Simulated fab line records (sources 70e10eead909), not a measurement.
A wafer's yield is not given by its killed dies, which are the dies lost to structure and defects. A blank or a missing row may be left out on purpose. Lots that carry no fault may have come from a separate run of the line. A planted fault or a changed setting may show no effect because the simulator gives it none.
Chamber matching | flow nandHarc | cmp-01 running NHARC_A_BONDPAD_CMP_19: 4 sister chambers
The step polishes, t overpolish 30 s, cu recess touch 16 s, target thk 169.82 nm. 8 wafers are shown with their chamber, then 8 later ones without.

## EACH WAFER AND ITS CHAMBER
wafer  | chamber | motorCurrentA (A) | overpolishRunS (s)
L675.4 | 1       | 13.1              | 29.992
L676.1 | 1       | 13.5              | 30.000
L680.5 | 2       | 12.6              | 30.005
L682.1 | 2       | 12.2              | 30.005
L682.6 | 3       | 11.7              | 30.006
L681.3 | 3       | 12.1              | 30.001
L681.5 | 0       | 13.1              | 30.001
L683.1 | 0       | 13.0              | 29.994

## WAFERS WITHOUT THEIR CHAMBER
wafer  | motorCurrentA (A) | overpolishRunS (s)
L683.4 | 13.7              | 29.982
L683.5 | 13.6              | 30.003
L686.2 | 12.9              | 30.007
L686.4 | 12.8              | 29.997
L686.5 | 11.4              | 30.001
L697.2 | 12.8              | 30.010
L697.3 | 12.2              | 29.983
L697.5 | 13.4              | 30.004

## EACH ONE'S CHAMBER
wafer  | from the rows above               | in truth
L683.4 | can't be placed: 1 or 0           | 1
L683.5 | can't be placed: 1 or 0           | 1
L686.2 | can't be placed: 2 or 0 or 1      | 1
L686.4 | can't be placed: 0 or 1 or 2      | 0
L686.5 | 3                                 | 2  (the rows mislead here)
L697.2 | can't be placed: 2 or 0 or 1 or 3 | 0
L697.3 | can't be placed: 0 or 3 or 2 or 1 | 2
L697.5 | can't be placed: 1 or 0           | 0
Correct placement for 0 of the 8. Cannot be placed on the basis of these rows: 7; the candidates contain the true chamber in 7. Placed wrongly: 1.
How it was worked out, from the rows above alone: a wafer's distance from a chamber is the root of the sum, over the readings, of the square of ((its reading less the chamber's mean) divided by the reading's scatter). The wafer belongs to the nearest chamber; if the next one is less than 2 further off, it can't be placed. For every chamber, the mean is computed from those of its wafers that are shown. The scatter: take each reading less its chamber's mean, square it, sum over the shown wafers, divide by the number of wafers less the number of chambers, and take the root.
